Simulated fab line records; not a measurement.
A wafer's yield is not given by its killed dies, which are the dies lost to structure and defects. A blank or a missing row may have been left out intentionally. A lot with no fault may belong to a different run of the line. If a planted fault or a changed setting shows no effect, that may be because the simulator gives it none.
Chamber matching || flow n5-finfet || N5_BEOL_M0_SAQP_ALD_48 on ald-sin-04 has 4 sister chambers
The step deposits SiO2, target thk 20 nm, pulse time 1 s, co reactant pulse time 1 s. 8 wafers are shown with their chamber, then 12 later ones without.

== WAFERS WITH THEIR CHAMBER ==
{"wafer": "L083.5", "chamber": 2, "heater-power-w (W)": 70, "precursor-pulse-height-rel": 1.037}
{"wafer": "L083.6", "chamber": 1, "heater-power-w (W)": 78, "precursor-pulse-height-rel": 1.036}
{"wafer": "L084.2", "chamber": 1, "heater-power-w (W)": 77, "precursor-pulse-height-rel": 0.970}
{"wafer": "L084.3", "chamber": 0, "heater-power-w (W)": 74, "precursor-pulse-height-rel": 1.003}
{"wafer": "L084.4", "chamber": 3, "heater-power-w (W)": 82, "precursor-pulse-height-rel": 0.999}
{"wafer": "L085.4", "chamber": 2, "heater-power-w (W)": 74, "precursor-pulse-height-rel": 0.995}
{"wafer": "L085.5", "chamber": 0, "heater-power-w (W)": 72, "precursor-pulse-height-rel": 0.980}
{"wafer": "L085.6", "chamber": 3, "heater-power-w (W)": 84, "precursor-pulse-height-rel": 0.972}

== WAFERS WHOSE CHAMBER IS MISSING ==
{"wafer": "L086.2", "heater-power-w (W)": 76, "precursor-pulse-height-rel": 1.014}
{"wafer": "L086.4", "heater-power-w (W)": 87, "precursor-pulse-height-rel": 0.995}
{"wafer": "L086.5", "heater-power-w (W)": 73, "precursor-pulse-height-rel": 0.994}
{"wafer": "L087.2", "heater-power-w (W)": 85, "precursor-pulse-height-rel": 1.017}
{"wafer": "L087.3", "heater-power-w (W)": 75, "precursor-pulse-height-rel": 0.999}
{"wafer": "L087.6", "heater-power-w (W)": 85, "precursor-pulse-height-rel": 1.020}
{"wafer": "L093.1", "heater-power-w (W)": 71, "precursor-pulse-height-rel": 1.006}
{"wafer": "L093.2", "heater-power-w (W)": 78, "precursor-pulse-height-rel": 0.977}
{"wafer": "L093.6", "heater-power-w (W)": 74, "precursor-pulse-height-rel": 0.975}
{"wafer": "L094.2", "heater-power-w (W)": 79, "precursor-pulse-height-rel": 1.007}
{"wafer": "L094.3", "heater-power-w (W)": 86, "precursor-pulse-height-rel": 1.007}
{"wafer": "L094.6", "heater-power-w (W)": 78, "precursor-pulse-height-rel": 0.999}

== WHICH CHAMBER EACH ONE RAN IN ==
{"wafer": "L086.2", "from the rows above": "can't be placed: 1 or 0 or 2", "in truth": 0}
{"wafer": "L086.4", "from the rows above": 3, "in truth": 3}
{"wafer": "L086.5", "from the rows above": "can't be placed: 0 or 2", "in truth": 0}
{"wafer": "L087.2", "from the rows above": 3, "in truth": 3}
{"wafer": "L087.3", "from the rows above": "can't be placed: 0 or 1 or 2", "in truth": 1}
{"wafer": "L087.6", "from the rows above": 3, "in truth": 3}
{"wafer": "L093.1", "from the rows above": "can't be placed: 2 or 0", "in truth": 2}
{"wafer": "L093.2", "from the rows above": "can't be placed: 1 or 3 or 0", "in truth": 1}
{"wafer": "L093.6", "from the rows above": "can't be placed: 0 or 2 or 1", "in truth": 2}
{"wafer": "L094.2", "from the rows above": "can't be placed: 1 or 3", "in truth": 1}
{"wafer": "L094.3", "from the rows above": 3, "in truth": 3}
{"wafer": "L094.6", "from the rows above": 1, "in truth": 1}
Placed correctly: 5 of 12. Cannot be placed on the basis of these rows: 7; the candidates contain the true chamber in 7. Number placed wrongly: 0.
How it was worked out, from the rows above alone: a wafer's distance from a chamber is the root of the sum, over the readings, of the square of ((its reading less the chamber's mean) divided by the reading's scatter). The wafer belongs to the nearest chamber; if the next one is less than 2 further off, it can't be placed. A chamber's mean is the mean of its shown wafers. The scatter: the root of (the sum of the squares of (reading less its chamber's mean) over the shown wafers, divided by (wafers less chambers)).
